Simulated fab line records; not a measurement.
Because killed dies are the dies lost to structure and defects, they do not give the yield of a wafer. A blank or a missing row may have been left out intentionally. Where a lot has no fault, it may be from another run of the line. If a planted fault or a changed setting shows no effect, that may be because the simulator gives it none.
fab line records | flow n5Finfet
[record] lots = 5 | wafers = 12 | lastDay = 18
route steps=1938 shown SD_EPI_N@276 SD_EPI_P@295 SD_ACTIVATION@332 BEOL_M4@1111 PASSIVATION@1936
lots untouched by any fault: they come from a run of this same line in which no faults occurred
startH: the number of hours between the record's first day and the start of the first shown wafer of the lot | waitH: hours elapsed since this lot's preceding step | " the same as in the row above | L1.1+2: several wafers, shown together as one row | - no value, or no start was given | * or withheld: withheld | < > ~ a bound
route shown NAME@n: a module of which the file shows steps, and the number in the route of the first | usual: the fault-free wafers' mean and standard deviation | same: alike in all rows | chamber/n: place in a boat | sites: the reading at each site | _std_site: their standard deviation | _edge_site: outer sites' mean less inner sites' | radiusMm: how far each site lies from the wafer's centre | mask NAME#n: copy n | behind: the most recent tool/chamber to have shaped the wafer | hold: reason for holding the lot/hours on hold/outcome of the hold | device: the n, p or np transistor that did not switch | end of line: at the end of the route, the tests of the same wafers | for a step that has no rows: nothing shown but its recipe | killed: dies that structure and defects cost at the first sort, which is not the same as the wafer's yield | map: shows each die of a wafer: x if killed, . if not, _ if none is there
set.NAME: the setting the step ran with; set.NAME@STEP: the setting that earlier step ran with | model.NAME: the simulator's own value behind a step, which no gauge read
lots seen at some steps along the route; tables by step, rows by wafer
[[steps]]
[step N5_SD_EPI_N_STRIP_36]
[recipe] chemistry = N2/H2 | tempC = 40 | n2FlowSccm = 200 | h2FlowSccm = 200 | rfFrequencyHz = 6e+07
[step N5_SD_EPI_N_ETCHBACK_44]
[recipe] chemistry = CH3F/O2 | mode = anisotropicEtchback | target = SiNx | targetDepthA = 145 | stopOn = SiO2 | overEtchFrac = 0.3 | ionEnergyEv = 120 | pressureMtorr = 30 | sourceW = 395 | biasW = 73 | Ar_flow_sccm = 150 | CH3F_flow_sccm = 30 | O2_flow_sccm = 20
[step N5_SD_EPI_N_ETCH_45]
[recipe] chemistry = CH3F/O2 | target = SiOCN | targetDepthA = 60 | maskMaterial = SOC | ionEnergyEv = 60 | biasW = 29 | pressureMtorr = 15 | sourceW = 410 | Ar_flow_sccm = 150 | CH3F_flow_sccm = 30 | O2_flow_sccm = 20
[step N5_SD_EPI_N_ETCH_16]
[recipe] chemistry = CHF3/O2 | target = SiO2 | targetDepthA = 50 | maskMaterial = SOC | pressureMtorr = 30 | sourceW = 650 | biasW = 170 | Ar_flow_sccm = 200 | CHF3_flow_sccm = 50 | O2_flow_sccm = 5 | ionEnergyEv = 200
[step N5_SD_EPI_N_STRIP_47]
[recipe] chemistry = CHF3/O2 | resist = SiARC | rfFrequencyHz = 6e+07
[step N5_SD_EPI_N_SD_RECESS_17]
[recipe] chemistry = HBr/Cl2/O2 | targetDepthA = 410 | maskMaterial = SOC | timeS = 23.7 | btTimeS = 3 | pressureMtorr = 10 | icpW = 800 | biasW = 112 | HBr_flow_sccm = 150 | Cl2_flow_sccm = 80 | O2_flow_sccm = 12
[step N5_SD_EPI_N_STRIP_38]
[recipe] chemistry = N2/H2 | powerW = 1000 | tempC = 250 | h2Frac = 0.65 | overashFraction = 0.3 | pressureMtorr = withheld | n2FlowSccm = 1750 | h2FlowSccm = 3250
[step N5_SD_EPI_N_WET_ETCH_43]
[recipe] chemistry = dHF | dilution = withheld | timeS = 14 | target = SiO2 | targetDepthA = 15 | tempC = 25
[step N5_SD_EPI_N_STRIP_18]
[recipe] chemistry = SPM | timeS = 750 | tempC = 130 | h2so4H2o2VolRatio = 4
[step N5_SD_EPI_N_SRD_20]
[recipe] dry = ipaMarangoni | doPpb = 5 | timeS = 30 | tempC = 23 | rinseLiquid = diw
[step N5_SD_EPI_N_PRECLEAN_48]
[recipe] chemistry = NF3:NH3 | afsCycles = 2 | tempC = 30 | timeS = 20 | sublimationTempC = 180 | sublimationTimeS = 60 | pressureTorr = 3 | rfPowerW = 30
[step N5_SD_EPI_N_VAPOR_ETCH_50]
[recipe] chemistry = HCl | target = Si | tempC = 775 | timeS = 54 | pressureTorr = 20 | mode = isotropic
[step N5_SD_EPI_N_EPI_21]
[recipe] material = Si:P | dopant = P | tempC = 680 | pressureTorr = 255 | timeS = 690
[usual] epiGrowthTimeS = 690/0
lot.wafer | tool        | chamber | startH | waitH | epiGrowthTimeS | model.Si-P_of_SD_EPI_N_EPI_21.thkNm
L333.1    | epiRpcvd-02 | 0       | 93.03  | 0.1   | 690            | 58.2
L333.2    | "           | 0       | "      | "     | 690            | 59
L333.6    | "           | 0       | 94.43  | 1.4   | 690            | 58.2
L341.2    | epiRpcvd-02 | 0       | 141.49 | 0.4   | 469.2          | 43
L341.6    | "           | 0       | 142.61 | 1.4   | 469.2          | 43.2
L342.3    | epiRpcvd-02 | 0       | 146.70 | 0.7   | 690            | 59.4
L342.6    | "           | 0       | "      | "     | 469.2          | 43.8
L343.2    | epiRpcvd-02 | 0       | 151.80 | 0.4   | 469.2          | 43.4
L343.4    | "           | 0       | "      | "     | 690            | 59.4
L348.2    | epiRpcvd-01 | 0       | 187.11 | 0.4   | 690            | 58
L348.4    | "           | 0       | "      | "     | 690            | 58.4
L348.6    | "           | 0       | "      | "     | 690            | 59.4
[step N5_SD_EPI_N_EPI_MEAS_23]
[recipe] mode = xrd
[usual] thkNm = 59.1/1.2
lot.wafer | tool         | chamber | startH | waitH | thkNm
L333.1    | filmMetro-02 | -       | 94.75  | 1.4   | 58.3
L333.2    | "            | -       | "      | "     | 58.1
L333.6    | "            | -       | "      | "     | 58.7
L341.2    | filmMetro-02 | -       | 142.93 | 1.2   | 44.0
L341.6    | "            | -       | "      | "     | 43.1
L342.3    | filmMetro-02 | -       | 147.86 | 0.9   | 58.2
L342.6    | "            | -       | "      | "     | 44.3
L343.2    | filmMetro-01 | -       | 153.24 | 1.2   | 44.1
L343.4    | "            | -       | "      | "     | 60.0
L348.2    | filmMetro-02 | -       | 188.55 | 1.2   | 57.7
L348.4    | "            | -       | "      | "     | 58.7
L348.6    | "            | -       | "      | "     | 58.6
[step N5_SD_EPI_N_PRECLEAN_24]
[recipe] chemistry = O3/DIW | timeS = 60 | tempC = 22 | o3Ppm = 10
[step N5_SD_EPI_N_SRD_25]
[recipe] timeS = 30 | tempC = 23 | rinseLiquid = diw | dry = ipaMarangoni
[step N5_SD_EPI_N_PRECLEAN_49]
[recipe] chemistry = NF3:NH3 | afsCycles = 1 | tempC = 30 | timeS = 20 | sublimationTempC = 180 | sublimationTimeS = 60 | pressureTorr = 3 | rfPowerW = 30
[step N5_SD_EPI_N_LINER_46]
[recipe] material = SiNx | targetThkA = 30 | tempC = 400 | aldPrecursorFamily = SiH2I2 | aldCoReactant = N2/H2-plasma | pressureTorr = 2
[step N5_SD_EPI_P_COAT_34]
[recipe] resist = SOC | tempC = 250 | timeS = 60 | spinRpm = 1500 | resistThkNm = 350
[step N5_SD_EPI_P_COAT_35]
[recipe] resist = SiARC | tempC = 220 | timeS = 60 | spinRpm = 1500 | resistThkNm = 35
[step N5_SD_EPI_P_COAT_03]
[recipe] resist = CAR-ArF-block | spinRpm = 1500 | resistThkNm = 150
[step N5_SD_EPI_P_EBR_05]
[recipe] solvent = PGMEA | ebrWidthMm = 1.5
[step N5_SD_EPI_P_SOFTBAKE_04]
[recipe] tempC = 110 | timeS = 60 | resist = CAR-ArF-block
[step N5_SD_EPI_P_EXPOSE_06]
[recipe] maskId = SD_P_BLK | na = 1.35 | sourceShape = conventional | sigmaOuter = 0.8 | polarization = unpolarized | targetCdNm = 240 | doseMj = 39.5
[step N5_SD_EPI_P_PEB_07]
[recipe] pebTempC = 110 | pebTimeS = 60 | resist = CAR-ArF-block
[step N5_SD_EPI_P_DEVELOP_08]
[recipe] developTimeS = 30 | developer = TMAH | resist = CAR-ArF-block | devTempC = 23 | rinseLiquid = diw | dry = airSpin
[step N5_SD_EPI_P_DESCUM_14]
[recipe] chemistry = O2 | timeS = 7.9 | sourcePowerW = 50 | biasPowerW = 20 | pressureMtorr = 20 | rfFrequencyHz = 2.712e+07 | tempC = 40 | resist = CAR-ArF-block | o2FlowSccm = 225
[step N5_SD_EPI_P_ETCH_36]
[recipe] chemistry = CF4 | target = SiARC | targetDepthA = 455 | maskMaterial = CAR-ArF-block | timeS = 75.8 | ionEnergyEv = 80 | pressureMtorr = 40 | sourceW = 545 | biasW = 36 | Ar_flow_sccm = 100 | cf4FlowSccm = 100 | ends = cleared
[step N5_SD_EPI_P_ETCH_37]
[recipe] chemistry = N2/H2 | target = SOC | overetchA = 1080 | maskMaterial = SiARC | tempC = 40 | ionEnergyEv = 100 | sourceW = 3000 | biasW = 133 | pressureMtorr = 20 | timeS = 486 | n2FlowSccm = 200 | h2FlowSccm = 200 | ends = endPoint
[step N5_SD_EPI_P_STRIP_38]
[recipe] chemistry = N2/H2 | tempC = 40 | n2FlowSccm = 200 | h2FlowSccm = 200 | rfFrequencyHz = 6e+07
[step N5_SD_EPI_P_ETCHBACK_46]
[recipe] chemistry = CH3F/O2 | mode = anisotropicEtchback | target = SiNx | targetDepthA = 175 | stopOn = SiO2 | overEtchFrac = 0.3 | ionEnergyEv = 120 | pressureMtorr = 30 | sourceW = 395 | biasW = 73 | Ar_flow_sccm = 150 | CH3F_flow_sccm = 30 | O2_flow_sccm = 20
[step N5_SD_EPI_P_ETCH_47]
[recipe] chemistry = CH3F/O2 | target = SiOCN | targetDepthA = 250 | maskMaterial = SOC | ionEnergyEv = 60 | biasW = 29 | pressureMtorr = 30 | sourceW = 410 | Ar_flow_sccm = 150 | CH3F_flow_sccm = 30 | O2_flow_sccm = 20
[step N5_SD_EPI_P_ETCH_16]
[recipe] chemistry = CHF3/O2 | target = SiO2 | targetDepthA = 50 | maskMaterial = SOC | pressureMtorr = 30 | sourceW = 650 | biasW = 170 | Ar_flow_sccm = 200 | CHF3_flow_sccm = 50 | O2_flow_sccm = 5 | ionEnergyEv = 200
[step N5_SD_EPI_P_STRIP_50]
[recipe] chemistry = CHF3/O2 | resist = SiARC | rfFrequencyHz = 6e+07
[step N5_SD_EPI_P_SD_RECESS_17]
[recipe] chemistry = HBr/Cl2/O2 | targetDepthA = 391 | btTimeS = 3 | pressureMtorr = 10 | icpW = 800 | biasW = 112 | HBr_flow_sccm = 150 | Cl2_flow_sccm = 80 | O2_flow_sccm = 12
[step N5_SD_EPI_P_WET_ETCH_45]
[recipe] chemistry = dHF | dilution = withheld | timeS = 10.7 | target = SiO2 | targetDepthA = 20 | tempC = 25 | dry = ipaMarangoni | rinseTimeS = 30 | rinseTempC = 23
[step N5_SD_EPI_P_STRIP_40]
[recipe] chemistry = N2/H2 | powerW = 1000 | tempC = 250 | h2Frac = 0.65 | overashFraction = 0.3 | pressureMtorr = withheld | n2FlowSccm = 1750 | h2FlowSccm = 3250
[step N5_SD_EPI_P_PRECLEAN_52]
[recipe] chemistry = O3/DIW | timeS = 60 | tempC = 22 | o3Ppm = 10
[step N5_SD_EPI_P_PRECLEAN_24]
[recipe] chemistry = O3/DIW | timeS = 45 | tempC = 22 | o3Ppm = 10
lot.wafer | tool        | chamber | startH | waitH | model.Si-P_of_SD_EPI_N_EPI_21.thkNm
L333.1+6  | wetBench-05 | 2,5     | 99.88  | 0.0   | 57.4
L333.2    | "           | 0       | "      | "     | 58.2
L341.2    | wetBench-04 | 6       | 147.81 | 0.0   | 42.4
L341.6    | "           | 5       | "      | "     | 42.6
L342.3    | wetBench-05 | 2       | 154.05 | 0.0   | 58.6
L342.6    | "           | 1       | "      | "     | 43.2
L343.2    | wetBench-04 | 5       | 157.93 | 0.0   | 42.8
L343.4    | "           | 2       | "      | "     | 58.6
L348.2    | wetBench-06 | 1       | 193.31 | 0.0   | 57.2
L348.4    | "           | 2       | "      | "     | 57.6
L348.6    | "           | 4       | "      | "     | 58.6
[step N5_SD_ACTIVATION_RS_MEAS_03]
[recipe] thkMeasGauge = four-point-probe
[usual] RS_SD_N = 21.9/0.31 | RS_SD_P = 56.1/0.95
lot.wafer | tool         | chamber | startH | waitH | RS_SD_N[ohm/sq] | RS_SD_P[ohm/sq]
L333.1    | filmMetro-02 | -       | 100.46 | 0.2   | 22.1            | 55.3
L333.2    | "            | -       | "      | "     | 21.9            | 55.6
L333.6    | "            | -       | "      | "     | 22.3            | 54.6
L341.2    | filmMetro-02 | -       | 148.33 | 0.2   | 30.2            | 58.4
L341.6    | "            | -       | "      | "     | 29.9            | 57.6
L342.3    | filmMetro-02 | -       | 154.59 | 0.2   | 21.5            | 56.2
L342.6    | "            | -       | "      | "     | 29.2            | 56.5
L343.2    | filmMetro-02 | -       | 158.45 | 0.2   | 30.0            | 55.5
L343.4    | "            | -       | "      | "     | 21.8            | 54.4
L348.2    | filmMetro-02 | -       | 193.83 | 0.2   | 22.5            | 55.2
L348.4    | "            | -       | "      | "     | 22.3            | 55.7
L348.6    | "            | -       | "      | "     | 21.6            | 55.9
[step N5_BEOL_M4_RC_MEAS_101]
[usual] DIBL_N = 36.7/1.8 | DIBL_P = 37.0/2.4 | IOFF_N = 0.17/0.036 | IOFF_P = 0.22/0.042 | ION_N = 673/12 | ION_P = 462/8.5 | REXT_N = 74.9/1.9 | RS_SD_N = 28.4/0.38 | SS_N = 71.7/0.62 | SS_P = 73.4/0.65 | VT_N = 250/3.7 | VT_P = -250/3.7
lot.wafer | tool      | chamber | startH | waitH | DIBL_N[mV/V] | DIBL_P[mV/V] | IOFF_N[nA/um] | IOFF_P[nA/um] | ION_N[uA/um] | ION_P[uA/um] | REXT_N[ohm.um] | RS_SD_N[ohm/sq] | SS_N[mV/dec] | SS_P[mV/dec] | VT_N[mV] | VT_P[mV]
L333.1    | prober-02 | 0       | 224.14 | 0.0   | 36.6         | 36.5         | 0.16          | 0.21          | 669          | 465          | 78.6           | 28.6            | 71.9         | 72.7         | 252      | -247
L333.2    | "         | 0       | "      | "     | 34.9         | 35.1         | 0.13          | 0.19          | 663          | 464          | 77.8           | 28.3            | 71.6         | 73.0         | 250      | -250
L333.6    | "         | 0       | "      | "     | 35.9         | 35.8         | 0.15          | 0.20          | 663          | 463          | 79.2           | 28.7            | 71.4         | 73.0         | 251      | -251
L341.2    | prober-02 | 0       | 270.03 | 0.2   | 39.9         | 42.2         | 0.24          | 0.34          | 679          | 479          | 86.8           | 38.8            | 71.5         | 74.5         | 247      | -242
L341.6    | "         | 0       | "      | "     | 38.7         | 39.3         | 0.19          | 0.28          | 669          | 472          | 85.3           | 38.7            | 71.9         | 73.9         | 249      | -245
L342.3    | prober-02 | 0       | 272.70 | 0.3   | 36.2         | 37.1         | 0.15          | 0.22          | 677          | 474          | 72.3           | 27.9            | 71.6         | 73.1         | 249      | -247
L342.6    | "         | 0       | "      | "     | 37.8         | 37.4         | 0.16          | 0.23          | 659          | 461          | 81.6           | 37.9            | 71.4         | 73.6         | 250      | -247
L343.2    | prober-02 | 0       | 282.83 | 0.2   | 38.0         | 39.0         | 0.19          | 0.27          | 669          | 476          | 85.3           | 38.6            | 71.9         | 73.4         | 244      | -244
L343.4    | "         | 0       | "      | "     | 40.6         | 43.1         | 0.30          | 0.37          | 707          | 482          | 74.2           | 28.4            | 72.6         | 74.9         | 239      | -240
L348.2    | prober-02 | 0       | 330.89 | 0.2   | 34.9         | 35.7         | 0.13          | 0.21          | 667          | 469          | 72.6           | 28.6            | 71.4         | 72.5         | 251      | -250
L348.4    | "         | 0       | "      | "     | 36.9         | 37.2         | 0.17          | 0.22          | 665          | 455          | 71.4           | 28.6            | 72.2         | 73.6         | 252      | -251
L348.6    | "         | 0       | "      | "     | 37.0         | 38.2         | 0.18          | 0.25          | 678          | 473          | 71.6           | 27.9            | 72.4         | 72.9         | 250      | -250
[step N5_PASSIVATION_PROBE_49]
[usual] defectLimitedYield = 91.1/1.4 | killed_at_M0_to_M3 = 32/9.3 | killed_at_M4_up = 13/5.8 | killedAtContacts = 12/6.3 | killedAtFrontEnd = 44/12 | killedAtOther = 3.6/2.7 | killedDies = 104/17 | killedOnRim = 14/3.9 | killedOpen = 69/13 | killedShort = 34/6.9 | sort_bin_4_leakage = 0.00/0.031 | sort_bin_5_function = 5.2/0.98 | sort_bin_6_memory = 3.3/0.59 | sortNPass = 1075/17 | sortYieldPct = 91.1/1.4
[same] grossDies = 1180 | killedAtBackSide = 0 | sort_bin_8_speed[%] = 0
lot.wafer | tool      | chamber | startH | waitH | defectLimitedYield[%] | killed_at_M0_to_M3 | killed_at_M4_up | killedAtContacts | killedAtFrontEnd | killedAtOther | killedDies | killedOnRim | killedOpen | killedShort | sort_bin_4_leakage[%] | sort_bin_5_function[%] | sort_bin_6_memory[%] | sortNPass | sortYieldPct[%]
L342.3    | prober-02 | -       | 376.28 | 0.1   | 88.6                  | 40                 | 10              | 8                | 73               | 3             | 134        | 18          | 94         | 36          | 0                     | 6.8                    | 3.8                  | 1046      | 88.6
L342.6    | prober-02 | -       | 376.43 | 0.3   | 89.9                  | 45                 | 7               | 8                | 56               | 3             | 119        | 17          | 73         | 46          | 0                     | 5.5                    | 4.2                  | 1061      | 89.9
L341.2    | prober-02 | -       | 391.13 | 0.1   | 91.9                  | 12                 | 17              | 23               | 43               | 1             | 96         | 13          | 65         | 29          | 0                     | 4.6                    | 3.1                  | 1084      | 91.9
L348.2    | prober-02 | -       | 429.67 | 0.1   | 89.5                  | 48                 | 19              | 10               | 39               | 8             | 124        | 17          | 74         | 48          | 0                     | 6.9                    | 3.2                  | 1056      | 89.5
L348.4    | prober-02 | -       | 429.77 | 0.2   | 90.5                  | 22                 | 13              | 17               | 53               | 7             | 112        | 9           | 73         | 36          | 0                     | 5.8                    | 3.3                  | 1068      | 90.5
L348.6    | prober-02 | -       | 429.87 | 0.3   | 91.4                  | 26                 | 11              | 9                | 53               | 3             | 102        | 8           | 63         | 30          | 0                     | 3.9                    | 3.8                  | 1078      | 91.4
// killed by level:class
L342.3 STI_FIN_REVEAL:geometricParticle:open=18 FIN_SAQP:geometricParticle:open=16 DUMMY_GATE:geometricParticle:open=11 FIN_SAQP:geometricParticle:short=9 BEOL_M2:geometricParticle:open=8 BEOL_M0:geometricParticle:open=8 MOL_CONTACT_COAG:geometricParticle:open=7 BEOL_M4:geometricParticle:open=7
L342.6 BEOL_M0_SAQP:geometricParticle:short=14 STI_FIN_REVEAL:geometricParticle:open=13 BEOL_M2:geometricParticle:open=12 FIN_SAQP:geometricParticle:short=9 DUMMY_GATE:geometricParticle:open=8 MOL_CONTACT_COAG:geometricParticle:open=8 DUMMY_GATE:geometricParticle:short=6 FIN_SAQP:geometricParticle:open=5
L341.2 MOL_CONTACT_COAG:geometricParticle:open=16 FIN_SAQP:geometricParticle:open=10 GATE_CUT:geometricParticle:short=8 BEOL_M4:geometricParticle:open=8 MOL_CONTACT_COAG:geometricParticle:short=7 STI_FIN_REVEAL:geometricParticle:open=5 GATE_CUT:geometricParticle:open=5 BEOL_M0_SAQP:geometricParticle:short=4
L348.2 BEOL_M0_SAQP:geometricParticle:open=11 BEOL_M0_SAQP:geometricParticle:short=10 MOL_CONTACT_COAG:geometricParticle:open=9 BEOL_M2:geometricParticle:short=8 FIN_SAQP:geometricParticle:short=6 DUMMY_GATE:geometricParticle:open=6 STI_FIN_REVEAL:geometricParticle:open=6 BEOL_M1:geometricParticle:open=6
L348.4 MOL_CONTACT_COAG:geometricParticle:open=15 FIN_SAQP:geometricParticle:short=11 FIN_SAQP:geometricParticle:open=8 GATE_CUT:geometricParticle:short=6 BEOL_M0_SAQP:geometricParticle:open=6 STI_FIN_REVEAL:geometricParticle:open=5 DUMMY_GATE:geometricParticle:open=5 BEOL_M0_SAQP:geometricParticle:short=5
L348.6 FIN_SAQP:geometricParticle:open=16 FIN_SAQP:geometricParticle:short=10 STI_FIN_REVEAL:geometricParticle:open=7 BEOL_M0_SAQP:geometricParticle:open=7 HKMG_FIN:areaEtch=7 MOL_CONTACT_COAG:geometricParticle:open=6 BEOL_M2:geometricParticle:open=6 BEOL_M3:geometricParticle:open=4
[[key]]
[firstSign] step = N5_SD_EPI_N_EPI_21 | reading = epiGrowthTimeS | direction = down | sigmas = 99+ | usual = * | struck = *
[effect] step = N5_SD_EPI_N_EPI_MEAS_23 | reading = thkNm | direction = down | sigmas = 13 | usual = * | struck = *
[effect] step = N5_SD_ACTIVATION_RS_MEAS_03 | reading = RS_SD_N | direction = up | sigmas = 26 | usual = 21.9 | struck = 29.8
[effect] step = N5_BEOL_M4_RC_MEAS_101 | reading = RS_SD_N | direction = up | sigmas = 27 | usual = 28.4 | struck = 38.5
[effect] step = N5_BEOL_M4_RC_MEAS_101 | reading = REXT_N | direction = up | sigmas = 5.2 | usual = 74.9 | struck = 84.8
[modelEffect] step = N5_SD_EPI_N_EPI_21 | value = Si-P_of_SD_EPI_N_EPI_21.thkNm | without = 59.05 | struck = 43.35
[modelEffect] step = N5_SD_EPI_P_PRECLEAN_24 | value = Si-P_of_SD_EPI_N_EPI_21.thkNm | without = 58.25 | struck = 42.75
metAt N5_SD_EPI_N_EPI_21
struckWafers L341.2,L341.6,L342.6,L343.2
onsetBetween 93.03 141.49
[fault] kind = processParameterDrift | tool = epiRpcvd-02 | chamber = - | onsetH = 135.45 | steps = N5_SD_EPI_N_EPI_21 | channel = epiGrowthTimeS | offset = * | shape = step | endH = 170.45 | scope = struckWafersOnly | actsIn = * | stated = *
